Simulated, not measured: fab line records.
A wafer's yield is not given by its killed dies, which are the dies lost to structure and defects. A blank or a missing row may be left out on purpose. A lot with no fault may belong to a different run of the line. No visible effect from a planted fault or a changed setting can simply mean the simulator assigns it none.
fab line records	flow n5-finfet
record: lots: 10	wafers: 30	last-day: 19
route steps=1938 shown ZERO_LAYER@4 WELL_APT@28 BEOL_M4@1111 PASSIVATION@1936
lots that met no fault: from a run of the same line without faults
start-h: the number of hours between the record's first day and the start of the first shown wafer of the lot	wait-h: hours since the lot's step before	" the same as in the row above	L1.1+2: one row covering several wafers at once	- no value, or no start given	* or withheld: withheld	< > ~ a bound
route shown NAME@n: NAME is a module with steps in the file, n the number in the route of the first one	usual: mean/standard deviation taken from wafers without a fault	same: alike in all rows	chamber/n: place in a boat	sites: the reading at each site	_std_site: the standard deviation of these	_edge_site: the outer-site mean with the inner-site mean subtracted	radius-mm: how far each site lies from the wafer's centre	mask NAME#n: copy n	behind: the most recent tool/chamber to have shaped the wafer	hold: why the lot was held/for how many hours/how that ended	device: which transistor (n, p or np) failed to switch	end of line: the same wafers' tests at the end of the route	a step given without rows: its recipe and nothing more	killed: the dies lost at the first sort to structure and to defects; this is not the yield of the wafer	map: per-die view of a wafer (x killed, . not killed, _ where there is no die)
set.NAME: the setting as run; set.NAME@STEP: as run at that earlier step	model.NAME: the simulator's own value behind a step, which no gauge read
steps of the route over a sample of lots; a table a step, a row a wafer
services: the hour from which a tool's chamber was out of use, counted from the record's first day as start-h (under 0 if before that day), plus the number of hours and why
== steps ==
step: N5_ZERO_LAYER_PECVD_02
recipe: material: SiO2	target-thk-a: 100	temp-c: 400	precursor: SiH4/N2O	pressure-torr: 0.75	rf-w: 275	time-s: 6
usual: heater-power-w: 707/100	showerhead-plenum-p-Torr: 8.10/0.14
lot.wafer	tool	chamber	start-h	wait-h	heater-power-w	showerhead-plenum-p-Torr
L654.2	pecvd-02	2	12.31	0.1	575	7.84
L654.3	"	2	"	"	572	7.83
L654.4	"	2	"	"	548	7.86
L660.2	pecvd-02	0	48.29	0.0	688	8.21
L660.3	"	1	"	"	767	8.09
L660.6	"	2	"	"	552	7.84
L661.3	pecvd-01	2	54.30	0.0	673	8.10
L661.5	"	1	"	"	698	8.14
L661.6	"	0	"	"	652	8.00
L663.2	pecvd-01	2	66.28	0.0	627	8.10
L663.3	"	0	"	"	696	8.02
L663.6	"	0	"	"	662	7.99
L664.2	pecvd-01	0	72.28	0.0	698	8.00
L664.3	"	1	"	"	693	8.11
L664.4	"	0	"	"	705	7.98
L665.1	pecvd-01	1	78.28	0.0	674	8.13
L665.2	"	2	"	"	647	8.11
L665.3	"	0	"	"	639	7.98
L666.4	pecvd-04	1	84.31	0.1	749	8.26
L666.5	"	0	"	"	916	8.25
L666.6	"	2	"	"	713	8.11
L672.2	pecvd-04	2	120.28	0.0	696	8.10
L672.5	"	2	"	"	715	8.09
L672.6	"	1	"	"	687	8.25
L673.1	pecvd-02	0	126.28	0.0	699	8.21
L673.3	"	1	"	"	772	8.12
L673.6	"	2	"	"	554	7.85
L676.4	pecvd-04	2	144.31	0.1	806	8.10
L676.5	"	0	"	"	940	8.27
L676.6	"	1	"	"	706	8.24
step: N5_WELL_APT_CD_MEAS_08
recipe: target-cd-nm: 200	landing-energy-ev: 500	detector: se-inlens
usual: cd-nm: 200.4/1.1
lot.wafer	tool	chamber	start-h	wait-h	cd-nm
L654.2	cd-sem-01	0	13.78	-	200.5
L654.3	"	0	"	"	200.9
L654.4	"	0	"	"	199.6
L660.2	cd-sem-01	0	49.75	-	199.9
L660.3	"	0	"	"	199.0
L660.6	"	0	"	"	199.3
L661.3	cd-sem-01	0	55.70	-	201.0
L661.5	"	0	"	"	202.4
L661.6	"	0	"	"	201.4
L663.2	cd-sem-02	0	68.19	-	200.1
L663.3	"	0	"	"	200.5
L663.6	"	0	"	"	199.1
L664.2	cd-sem-01	0	73.81	-	200.7
L664.3	"	0	"	"	201.3
L664.4	"	0	"	"	200.9
L665.1	cd-sem-02	0	79.89	-	200.8
L665.2	"	0	"	"	201.5
L665.3	"	0	"	"	203.1
L666.4	cd-sem-01	0	85.87	-	202.9
L666.5	"	0	"	"	202.5
L666.6	"	0	"	"	201.2
L672.2	cd-sem-01	0	121.56	-	198.9
L672.5	"	0	"	"	198.9
L672.6	"	0	"	"	200.0
L673.1	cd-sem-03	0	127.99	-	200.3
L673.3	"	0	"	"	200.3
L673.6	"	0	"	"	200.2
L676.4	cd-sem-03	0	145.72	-	201.5
L676.5	"	0	"	"	201.2
L676.6	"	0	"	"	200.4
step: N5_WELL_APT_IMPLANT_32
recipe: species: BF2	energy-kev: 50	dose-cm2: 2e+13	tilt-deg: 0	rotation-deg: 0
usual: beam-energy-keV: 49.999/0.016
lot.wafer	tool	chamber	start-h	wait-h	beam-energy-keV
L654.2	implanter-01	0	15.43	0.1	50.022
L654.3	"	0	"	"	49.993
L654.4	"	0	"	"	49.995
L660.2	implanter-02	0	51.39	0.1	50.022
L660.3	"	0	"	"	50.029
L660.6	"	0	"	"	50.018
L661.3	implanter-01	0	57.27	0.1	50.004
L661.5	"	0	"	"	49.981
L661.6	"	0	"	"	49.960
L663.2	implanter-01	0	70.25	0.1	40.605
L663.3	"	0	"	"	40.613
L663.6	"	0	"	"	40.592
L664.2	implanter-01	0	75.49	0.1	40.573
L664.3	"	0	"	"	40.574
L664.4	"	0	"	"	40.551
L665.1	implanter-02	0	81.78	0.1	50.000
L665.2	"	0	"	"	50.008
L665.3	"	0	"	"	50.013
L666.4	implanter-01	0	87.48	0.1	40.586
L666.5	"	0	"	"	40.582
L666.6	"	0	"	"	40.571
L672.2	implanter-02	0	123.57	0.1	49.995
L672.5	"	0	"	"	50.006
L672.6	"	0	"	"	50.006
L673.1	implanter-02	0	129.98	0.1	50.027
L673.3	"	0	"	"	50.017
L673.6	"	0	"	"	50.004
L676.4	implanter-02	0	147.50	0.1	49.990
L676.5	"	0	"	"	49.973
L676.6	"	0	"	"	50.006
step: N5_WELL_APT_INSPECT_38
recipe: inspect-instrument: darkfield	mode: post-epi
usual: raw-defect-count: 13/5.3
lot.wafer	tool	chamber	start-h	wait-h	raw-defect-count
L654.2	defect-inspect-01	-	17.19	0.6	19
L654.3	"	-	"	"	16
L654.4	"	-	"	"	11
L660.2	defect-inspect-02	-	52.92	0.6	7
L660.3	"	-	"	"	7
L660.6	"	-	"	"	0
L661.3	defect-inspect-01	-	58.76	0.4	18
L661.5	"	-	"	"	13
L661.6	"	-	"	"	23
L663.2	defect-inspect-01	-	71.88	0.4	14
L663.3	"	-	"	"	13
L663.6	"	-	"	"	18
L664.2	defect-inspect-02	-	77.02	0.6	6
L664.3	"	-	"	"	10
L664.4	"	-	"	"	14
L665.1	defect-inspect-01	-	83.14	0.5	17
L665.2	"	-	"	"	9
L665.3	"	-	"	"	19
L666.4	defect-inspect-01	-	89.00	0.2	8
L666.5	"	-	"	"	10
L666.6	"	-	"	"	8
L672.2	defect-inspect-01	-	124.90	0.4	14
L672.5	"	-	"	"	18
L672.6	"	-	"	"	22
L673.1	defect-inspect-02	-	131.36	0.5	7
L673.3	"	-	"	"	18
L673.6	"	-	"	"	10
L676.4	defect-inspect-01	-	149.23	0.3	17
L676.5	"	-	"	"	12
L676.6	"	-	"	"	27
step: N5_BEOL_M4_RC_MEAS_101
usual: CJ_N: 4.36/0.086	DIBL_N: 36.2/1.2	DIBL_P: 36.3/1.3	IOFF_N: 0.155/0.019	IOFF_N_LONG: 5.54e-05/2.4e-06	IOFF_P: 0.210/0.029	ION_N: 677/8.6	ION_P: 465/6.8	RS_PWELL: 3012/22	SS_N: 71.4/0.48	SS_P: 73.2/0.53	VT_N: 249.9/2.4	VT_P: -250/3.2
lot.wafer	tool	chamber	start-h	wait-h	CJ_N	DIBL_N[mV/V]	DIBL_P[mV/V]	IOFF_N[nA/um]	IOFF_N_LONG[nA/um]	IOFF_P[nA/um]	ION_N[uA/um]	ION_P[uA/um]	RS_PWELL[ohm/sq]	SS_N[mV/dec]	SS_P[mV/dec]	VT_N[mV]	VT_P[mV]
L654.2	prober-02	0	158.43	0.2	4.32	36.5	36.8	0.157	5.44e-05	0.199	672	464	2979	71.7	72.9	250.5	-252
L654.3	"	0	"	"	4.20	36.3	36.4	0.153	5.48e-05	0.198	673	459	2991	71.1	73.6	251.6	-250
L654.4	"	0	"	"	4.32	37.5	37.9	0.178	5.4e-05	0.220	685	469	2974	71.9	72.6	249.3	-250
L660.2	prober-02	0	216.28	0.2	4.31	35.7	36.7	0.176	5.62e-05	0.239	682	470	3022	71.8	72.9	251.2	-250
L660.3	"	0	"	"	4.36	34.8	35.9	0.147	5.53e-05	0.219	680	474	3020	70.9	74.0	250.3	-252
L660.6	"	0	"	"	4.31	33.7	34.1	0.128	5.77e-05	0.190	681	467	3008	70.7	73.0	250.1	-250
L663.2	prober-01	0	224.86	0.2	5.06	37.0	38.1	0.186	6.34e-05	0.255	686	467	3086	71.7	74.0	248.7	-245
L663.3	"	0	"	"	5.02	35.0	36.1	0.151	6.31e-05	0.230	672	461	3062	71.4	73.6	249.2	-245
L663.6	"	0	"	"	5.05	35.5	36.5	0.159	6.36e-05	0.228	674	467	3093	71.0	72.9	248.7	-249
L661.3	prober-01	0	233.15	0.3	4.21	35.4	36.0	0.149	5.23e-05	0.187	678	464	2995	71.4	72.9	248.8	-254
L661.5	"	0	"	"	4.29	36.3	36.8	0.161	5.27e-05	0.198	689	469	3009	71.6	73.5	249.3	-252
L661.6	"	0	"	"	4.19	34.9	35.4	0.133	5.13e-05	0.178	667	464	3006	71.3	73.0	252.8	-255
L664.2	prober-01	0	245.08	0.2	4.93	34.2	33.4	0.114	6.54e-05	0.192	667	470	3099	70.6	72.5	253.6	-245
L664.3	"	0	"	"	4.87	35.9	36.1	0.151	6.44e-05	0.227	678	474	3109	71.4	73.4	251.2	-247
L664.4	"	0	"	"	4.93	37.3	37.4	0.174	6.55e-05	0.253	683	470	3119	71.4	74.0	247.0	-247
L665.1	prober-01	0	253.57	0.0	4.42	35.5	35.8	0.165	5.77e-05	0.222	687	467	3004	71.0	73.1	245.4	-249
L665.2	"	0	"	"	4.43	37.7	37.8	0.204	5.77e-05	0.267	678	470	3029	71.8	73.8	246.3	-248
L665.3	"	0	"	"	4.43	35.9	35.3	0.152	5.79e-05	0.218	678	469	3018	71.9	73.3	252.4	-250
L666.4	prober-01	0	261.68	0.5	5.03	35.7	36.1	0.134	6.11e-05	0.197	660	462	3112	71.6	73.6	252.2	-250
L666.5	"	0	"	"	5.09	34.6	34.8	0.123	6.08e-05	0.173	662	461	3126	71.4	72.1	252.9	-252
L666.6	"	0	"	"	5.11	37.7	38.3	0.175	6.14e-05	0.234	679	466	3113	72.1	73.4	249.1	-250
L672.2	prober-02	0	282.73	0.2	4.26	36.5	37.6	0.155	5.33e-05	0.216	672	464	3015	70.9	73.4	250.2	-248
L672.5	"	0	"	"	4.38	35.7	36.6	0.142	5.43e-05	0.194	676	464	3040	71.5	73.3	251.9	-251
L672.6	"	0	"	"	4.25	36.0	37.3	0.145	5.18e-05	0.219	676	463	3008	71.8	73.5	251.1	-248
L673.1	prober-02	0	284.92	0.0	4.35	35.8	36.8	0.170	6.05e-05	0.225	678	472	3016	71.5	73.3	245.8	-248
L673.3	"	0	"	"	4.31	35.6	36.4	0.158	5.93e-05	0.217	681	469	3055	71.2	73.2	249.6	-248
L673.6	"	0	"	"	4.34	34.0	34.9	0.139	6.06e-05	0.197	679	467	3028	70.5	73.4	247.4	-249
L676.4	prober-02	0	329.51	0.5	4.32	36.7	36.1	0.170	5.84e-05	0.206	676	466	2994	71.5	73.0	247.0	-251
L676.5	"	0	"	"	4.31	36.6	35.9	0.166	5.82e-05	0.199	676	461	2956	70.6	73.5	250.3	-252
L676.6	"	0	"	"	4.31	37.7	38.0	0.184	5.66e-05	0.240	690	471	2996	72.1	73.9	245.6	-249
step: N5_PASSIVATION_PROBE_49
usual: defect-limited-yield: 91.2/1.4	killed_at_M0_to_M3: 34/10	killed_at_M4_up: 13/5.1	killed-at-contacts: 12/6.5	killed-at-front-end: 41/11	killed-at-other: 4/3.3	killed-dies: 104/16	killed-open: 69/13	killed-short: 33/7	sort_bin_5_function: 5.1/0.91	sort_bin_6_memory: 3.3/0.69	sort-n-pass: 1076/16	sort-yield-pct: 91.2/1.4
same: gross-dies: 1180	killed-at-back-side: 0	sort_bin_4_leakage[%]: 0	sort_bin_8_speed[%]: 0
lot.wafer	tool	chamber	start-h	wait-h	defect-limited-yield[%]	killed_at_M0_to_M3	killed_at_M4_up	killed-at-contacts	killed-at-front-end	killed-at-other	killed-dies	killed-open	killed-short	sort_bin_5_function[%]	sort_bin_6_memory[%]	sort-n-pass	sort-yield-pct[%]
L654.2	prober-02	-	266.36	0.1	91.5	32	15	19	30	4	100	69	30	4.9	3.1	1080	91.5
L654.3	prober-02	-	266.41	0.1	91.6	27	16	18	35	3	99	69	30	5.4	2.9	1081	91.6
L654.4	prober-02	-	266.46	0.2	92.4	19	16	15	40	0	90	55	33	4.0	3.3	1090	92.4
L660.2	prober-01	-	319.90	0.1	89.6	45	19	19	35	5	123	94	28	6.5	3.6	1057	89.6
L660.3	prober-01	-	319.95	0.1	90.2	50	18	15	27	6	116	83	33	4.7	4.5	1064	90.2
L660.6	prober-01	-	320.10	0.3	90.8	35	20	8	45	1	109	79	26	5.2	3.9	1071	90.8
L663.2	prober-01	-	328.32	0.1	91.9	27	9	21	36	3	96	70	25	4.7	3.1	1084	91.9
L663.3	prober-01	-	328.37	0.1	91.7	47	8	10	32	1	98	69	29	5.0	2.7	1082	91.7
L663.6	prober-01	-	328.52	0.3	94.1	34	6	9	16	5	70	42	25	3.3	2.1	1110	94.1
L661.3	prober-01	-	339.63	0.1	90.5	43	11	6	47	5	112	71	41	5.5	3.9	1068	90.5
L661.5	prober-01	-	339.73	0.2	91.2	33	26	9	31	5	104	75	29	5.5	3.1	1076	91.2
L661.6	prober-01	-	339.78	0.3	89.6	59	18	6	38	2	123	84	38	5.5	4.2	1057	89.6
L664.2	prober-02	-	344.05	0.1	92.1	36	12	13	31	1	93	67	25	5.4	2.4	1087	92.1
L664.3	prober-02	-	344.10	0.1	91.9	38	18	8	30	2	96	65	31	5.0	2.9	1084	91.9
L664.4	prober-02	-	344.15	0.2	92.0	26	13	14	36	5	94	64	30	4.3	3.6	1086	92.0
L665.1	prober-02	-	356.59	0.0	91.0	49	22	2	32	1	106	61	38	5.3	2.9	1074	91.0
L665.2	prober-02	-	356.64	0.1	90.8	50	18	8	29	3	108	65	42	5.6	3.3	1072	90.8
L665.3	prober-02	-	356.69	0.1	92.6	30	17	6	32	2	87	57	27	4.1	3.0	1093	92.6
L666.4	prober-01	-	358.11	0.2	90.9	27	14	8	51	7	107	78	29	5.2	3.8	1073	90.9
L666.5	prober-01	-	358.16	0.2	93.4	23	12	6	36	1	78	38	35	3.5	2.5	1102	93.4
L666.6	prober-01	-	358.21	0.3	92.3	27	9	16	31	8	91	62	29	5.0	2.5	1089	92.3
L672.2	prober-02	-	385.92	0.1	92.4	33	21	3	28	5	90	62	24	3.7	3.7	1090	92.4
L672.5	prober-02	-	386.07	0.2	91.1	27	24	6	41	7	105	75	30	5.4	3.1	1075	91.1
L672.6	prober-02	-	386.12	0.3	92.5	21	13	4	48	3	89	62	27	4.2	3.1	1091	92.5
L673.1	prober-01	-	386.73	0.0	92.5	18	6	5	58	1	88	58	30	4.2	2.8	1092	92.5
L673.3	prober-01	-	386.83	0.1	91.9	20	10	7	56	2	95	66	29	3.7	4.0	1085	91.9
L673.6	prober-01	-	386.98	0.3	92.4	20	12	3	54	1	90	54	36	3.8	3.3	1090	92.4
L676.4	prober-01	-	446.91	0.2	89.1	31	10	21	62	5	129	87	42	7.1	3.6	1051	89.1
L676.5	prober-01	-	446.96	0.2	90.8	23	17	25	36	7	108	71	37	6.3	2.7	1072	90.8
L676.6	prober-01	-	447.01	0.3	88.6	45	16	9	39	26	135	84	51	5.6	5.3	1045	88.6
killed by level:class
L654.2 MOL_CONTACT_COAG:geometric-particle:open=14 BEOL_M3:geometric-particle:open=11 FIN_SAQP:geometric-particle:open=9 BEOL_M2:geometric-particle:open=7 BEOL_M4:geometric-particle:open=7 STI_FIN_REVEAL:geometric-particle:open=5 MOL_CONTACT_COAG:geometric-particle:short=5 BEOL_M4:geometric-particle:short=5
L654.3 MOL_CONTACT_COAG:geometric-particle:open=17 FIN_SAQP:geometric-particle:open=13 BEOL_M2:geometric-particle:open=8 BEOL_M3:geometric-particle:open=6 BEOL_M4:geometric-particle:open=6 GATE_CUT:geometric-particle:short=5 STARTING-WAFER:geometric-particle:open=5 BEOL_M2:geometric-particle:short=4
L654.4 MOL_CONTACT_COAG:geometric-particle:open=13 ILD0:geometric-particle:short=6 STI_FIN_REVEAL:geometric-particle:open=6 GATE_CUT:geometric-particle:open=6 FIN_SAQP:geometric-particle:short=5 BEOL_M1:geometric-particle:open=5 BEOL_M0_SAQP:geometric-particle:open=4 GATE_CUT:geometric-particle:short=4
L660.2 BEOL_M2:geometric-particle:open=19 MOL_CONTACT_COAG:geometric-particle:open=17 FIN_SAQP:geometric-particle:open=12 FIN_SAQP:geometric-particle:short=7 BEOL_M0_SAQP:geometric-particle:open=7 BEOL_M1:geometric-particle:open=7 BEOL_M4:geometric-particle:open=7 BEOL_M0_SAQP:geometric-particle:short=6
L660.3 MOL_CONTACT_COAG:geometric-particle:open=13 BEOL_M1:geometric-particle:open=12 BEOL_M3:geometric-particle:open=10 FIN_SAQP:geometric-particle:short=9 BEOL_M2:geometric-particle:open=9 BEOL_M0_SAQP:geometric-particle:short=8 BEOL_M4:geometric-particle:open=8 BEOL_M0_SAQP:geometric-particle:open=7
L660.6 FIN_SAQP:geometric-particle:open=21 BEOL_M3:geometric-particle:open=13 FIN_SAQP:geometric-particle:short=7 MOL_CONTACT_COAG:geometric-particle:open=7 BEOL_M2:geometric-particle:open=7 BEOL_M1:geometric-particle:open=6 BEOL_M0_SAQP:geometric-particle:open=4 STARTING-WAFER:geometric-particle:short=4
L663.2 MOL_CONTACT_COAG:geometric-particle:open=17 BEOL_M2:geometric-particle:open=9 GATE_CUT:geometric-particle:open=6 ILD0:geometric-particle:open=5 BEOL_M0_SAQP:geometric-particle:open=5 BEOL_M0_SAQP:geometric-particle:short=5 BEOL_M4:geometric-particle:open=5 FIN_SAQP:geometric-particle:open=4
L663.3 BEOL_M2:geometric-particle:open=18 MOL_CONTACT_COAG:geometric-particle:open=9 BEOL_M0_SAQP:geometric-particle:open=8 FIN_SAQP:geometric-particle:short=7 BEOL_M0_SAQP:geometric-particle:short=7 STI_FIN_REVEAL:geometric-particle:open=5 BEOL_M3:geometric-particle:open=5 GATE_CUT:geometric-particle:short=4
L663.6 BEOL_M0_SAQP:geometric-particle:open=7 BEOL_M0_SAQP:geometric-particle:short=7 MOL_CONTACT_COAG:geometric-particle:open=6 BEOL_M2:geometric-particle:open=6 STI_FIN_REVEAL:geometric-particle:open=4 MOL_CONTACT_COAG:geometric-particle:short=3 BEOL_M0:geometric-particle:open=3 BEOL_M0:geometric-particle:short=3
L661.3 STI_FIN_REVEAL:geometric-particle:open=15 BEOL_M0_SAQP:geometric-particle:open=13 BEOL_M1:geometric-particle:open=7 FIN_SAQP:geometric-particle:open=6 FIN_SAQP:geometric-particle:short=6 BEOL_M0_SAQP:geometric-particle:short=6 BEOL_M2:geometric-particle:open=6 STI_FIN_REVEAL:geometric-particle:short=5
L661.5 BEOL_M4:geometric-particle:open=17 BEOL_M1:geometric-particle:open=11 FIN_SAQP:geometric-particle:open=9 BEOL_M0_SAQP:geometric-particle:open=8 FIN_SAQP:geometric-particle:short=6 STI_FIN_REVEAL:geometric-particle:open=6 MOL_CONTACT_COAG:geometric-particle:open=6 BEOL_M2:geometric-particle:open=6
L661.6 BEOL_M1:geometric-particle:open=19 BEOL_M0_SAQP:geometric-particle:short=14 STI_FIN_REVEAL:geometric-particle:open=12 BEOL_M0_SAQP:geometric-particle:open=10 BEOL_M2:geometric-particle:open=10 BEOL_M4:geometric-particle:open=7 FIN_SAQP:geometric-particle:short=6 MOL_CONTACT_COAG:geometric-particle:open=6
L664.2 BEOL_M3:geometric-particle:open=12 MOL_CONTACT_COAG:geometric-particle:open=11 STI_FIN_REVEAL:geometric-particle:open=7 STI_FIN_REVEAL:geometric-particle:short=6 BEOL_M2:geometric-particle:open=6 BEOL_M4:geometric-particle:open=5 FIN_SAQP:geometric-particle:open=4 BEOL_M0_SAQP:geometric-particle:short=4
L664.3 BEOL_M3:geometric-particle:open=13 MOL_CONTACT_COAG:geometric-particle:open=7 BEOL_M4:geometric-particle:open=7 FIN_SAQP:geometric-particle:open=6 BEOL_M0:geometric-particle:open=6 BEOL_M1:geometric-particle:open=5 STARTING-WAFER:geometric-particle:short=5 STI_FIN_REVEAL:geometric-particle:short=4
L664.4 STI_FIN_REVEAL:geometric-particle:open=14 MOL_CONTACT_COAG:geometric-particle:open=10 BEOL_M0_SAQP:geometric-particle:short=8 DUMMY_GATE:geometric-particle:open=6 BEOL_M2:geometric-particle:open=6 MOL_CONTACT_COAG:geometric-particle:short=4 BEOL_M0_SAQP:geometric-particle:open=4 MIM_TOP:geometric-particle:open=4
L665.1 BEOL_M3:geometric-particle:open=14 BEOL_M0_SAQP:geometric-particle:short=9 BEOL_M4:geometric-particle:open=7 HKMG_FIN:area-etch=7 BEOL_M1:geometric-particle:open=6 BEOL_M2:geometric-particle:open=6 FIN_SAQP:geometric-particle:short=5 BEOL_M0:geometric-particle:open=4
L665.2 BEOL_M4:geometric-particle:open=11 BEOL_M0_SAQP:geometric-particle:short=9 BEOL_M1:geometric-particle:short=9 BEOL_M2:geometric-particle:open=8 BEOL_M1:geometric-particle:open=7 BEOL_M3:geometric-particle:open=7 BEOL_M0_SAQP:geometric-particle:open=6 MOL_CONTACT_COAG:geometric-particle:open=5
L665.3 BEOL_M4:geometric-particle:open=10 BEOL_M2:geometric-particle:open=6 BEOL_M0_SAQP:geometric-particle:short=6 STI_FIN_REVEAL:geometric-particle:open=5 MOL_CONTACT_COAG:geometric-particle:open=5 BEOL_M3:geometric-particle:open=5 BEOL_M0_SAQP:geometric-particle:open=4 STARTING-WAFER:geometric-particle:short=4
L666.4 FIN_SAQP:geometric-particle:open=15 STI_FIN_REVEAL:geometric-particle:open=10 MOL_CONTACT_COAG:geometric-particle:open=6 BEOL_M0_SAQP:geometric-particle:open=6 BEOL_M0_SAQP:geometric-particle:short=6 FIN_SAQP:geometric-particle:short=5 BEOL_M1:geometric-particle:open=5 BEOL_M4:geometric-particle:open=5
L666.5 STI_FIN_REVEAL:geometric-particle:open=11 BEOL_M0_SAQP:geometric-particle:short=8 MOL_CONTACT_COAG:geometric-particle:short=4 BEOL_M3:geometric-particle:open=4 STARTING-WAFER:geometric-particle:short=4 BEOL_M5:geometric-particle:short=4 FIN_SAQP:geometric-particle:open=3 STI_FIN_REVEAL:geometric-particle:short=3
L666.6 MOL_CONTACT_COAG:geometric-particle:open=13 FIN_SAQP:geometric-particle:open=9 BEOL_M0_SAQP:geometric-particle:short=7 BEOL_M3:geometric-particle:open=7 STI_FIN_REVEAL:geometric-particle:open=6 BEOL_M0_SAQP:geometric-particle:open=5 BEOL_M2:geometric-particle:open=4 BEOL_M4:geometric-particle:open=4
L672.2 BEOL_M3:geometric-particle:open=10 FIN_SAQP:geometric-particle:short=6 BEOL_M2:geometric-particle:open=6 DUMMY_GATE:geometric-particle:open=5 BEOL_M0_SAQP:geometric-particle:short=5 BEOL_M1:geometric-particle:open=5 BEOL_M4:geometric-particle:open=5 BEOL_M0_SAQP:geometric-particle:open=4
L672.5 BEOL_M4:geometric-particle:open=13 STI_FIN_REVEAL:geometric-particle:open=12 BEOL_M1:geometric-particle:open=8 BEOL_M3:geometric-particle:open=7 FIN_SAQP:geometric-particle:short=5 MOL_CONTACT_COAG:geometric-particle:open=5 BEOL_M2:geometric-particle:open=5 BEOL_M8:geometric-particle:open=5
L672.6 FIN_SAQP:geometric-particle:short=17 FIN_SAQP:geometric-particle:open=13 BEOL_M2:geometric-particle:open=11 STI_FIN_REVEAL:geometric-particle:open=7 BEOL_M4:geometric-particle:open=6 MOL_CONTACT_COAG:geometric-particle:open=4 BEOL_M3:geometric-particle:open=4 STI_FIN_REVEAL:geometric-particle:short=2
L673.1 STI_FIN_REVEAL:geometric-particle:open=19 FIN_SAQP:geometric-particle:short=9 FIN_SAQP:geometric-particle:open=8 STI_FIN_REVEAL:geometric-particle:short=8 MOL_CONTACT_COAG:geometric-particle:open=5 STARTING-WAFER:geometric-particle:open=5 DUMMY_GATE:geometric-particle:open=4 BEOL_M0_SAQP:geometric-particle:short=4
L673.3 FIN_SAQP:geometric-particle:open=16 STI_FIN_REVEAL:geometric-particle:open=11 FIN_SAQP:geometric-particle:short=10 MOL_CONTACT_COAG:geometric-particle:open=7 BEOL_M2:geometric-particle:open=6 DUMMY_GATE:geometric-particle:open=5 BEOL_M3:geometric-particle:open=4 STARTING-WAFER:geometric-particle:short=4
L673.6 FIN_SAQP:geometric-particle:short=14 BEOL_M2:geometric-particle:open=10 FIN_SAQP:geometric-particle:open=9 STI_FIN_REVEAL:geometric-particle:open=9 BEOL_M5:geometric-particle:open=7 STI_FIN_REVEAL:geometric-particle:short=5 DUMMY_GATE:geometric-particle:open=4 GATE_CUT:geometric-particle:open=4
L676.4 STI_FIN_REVEAL:geometric-particle:open=20 FIN_SAQP:geometric-particle:open=16 MOL_CONTACT_COAG:geometric-particle:open=16 BEOL_M3:geometric-particle:open=7 BEOL_M2:geometric-particle:short=6 FIN_SAQP:geometric-particle:short=5 MOL_CONTACT_COAG:geometric-particle:short=5 BEOL_M0:geometric-particle:open=5
L676.5 MOL_CONTACT_COAG:geometric-particle:open=16 FIN_SAQP:geometric-particle:open=10 MOL_CONTACT_COAG:geometric-particle:short=9 FIN_SAQP:geometric-particle:short=8 BEOL_M5:geometric-particle:open=6 BEOL_M4:geometric-particle:open=5 STI_FIN_REVEAL:geometric-particle:open=4 BEOL_M1:geometric-particle:open=4
L676.6 FIN_SAQP:geometric-particle:open=12 BEOL_M3:geometric-particle:open=11 BEOL_M1:geometric-particle:open=8 FIN_SAQP:geometric-particle:short=7 BEOL_M0_SAQP:geometric-particle:open=7 MOL_CONTACT_COAG:geometric-particle:open=7 MIM_TOP:geometric-particle:open=7 MIM_TOP:geometric-particle:short=6
== services ==
tool	chamber	start-h	hours	kind
implanter-01	-	-9.42	3.6	repair
pecvd-02	0	3.50	16.5	scheduled-down
pecvd-02	1	10.68	6.4	repair
pecvd-04	2	11.37	2.1	scheduled-down
implanter-01	-	17.83	0.6	repair
pecvd-01	2	21.12	-	clean
pecvd-01	2	21.12	-	consumable-replace:showerhead
pecvd-01	2	21.12	29.0	scheduled-down
pecvd-01	2	21.12	29.0	vent-cycle
pecvd-01	-	21.21	1.0	repair
implanter-01	-	33.01	1.2	repair
implanter-02	-	45.87	2.8	pm
implanter-02	-	54.26	5.8	repair
implanter-02	-	84.78	1.8	repair
implanter-01	-	92.13	3.5	repair
pecvd-01	0	100.30	2.1	scheduled-down
pecvd-04	0	106.70	2.1	scheduled-down
pecvd-01	1	108.38	5.5	scheduled-down
implanter-01	-	122.32	3.0	repair
pecvd-01	0	130.82	18.9	repair
implanter-01	-	139.04	3.7	pm
== key ==
first-sign: step: N5_WELL_APT_IMPLANT_32	reading: beam-energy-keV	direction: down	sigmas: 99+	usual: 49.999	struck: 40.583
effect: step: N5_BEOL_M4_RC_MEAS_101	reading: CJ_N	direction: up	sigmas: 7.5	usual: 4.36	struck: 5.01
effect: step: N5_BEOL_M4_RC_MEAS_101	reading: RS_PWELL	direction: up	sigmas: 4	usual: 3012	struck: 3102
effect: step: N5_BEOL_M4_RC_MEAS_101	reading: IOFF_N_LONG	direction: up	sigmas: 3.2	usual: 5.54e-05	struck: 6.32e-05
met-at N5_WELL_APT_IMPLANT_32
struck-lots L663,L664,L666
not-acting-at N5_ZERO_LAYER_PECVD_02,N5_WELL_APT_CD_MEAS_08,N5_WELL_APT_INSPECT_38
onset-between 57.27 70.25
fault: kind: process-parameter-drift	tool: implanter-01	chamber: -	onset-h: 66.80	steps: N5_WELL_APT_IMPLANT_32	channel: energy-kev	offset: -9.4196	shape: step	end-h: 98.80	acts-in: these-recipes-only	stated: 50
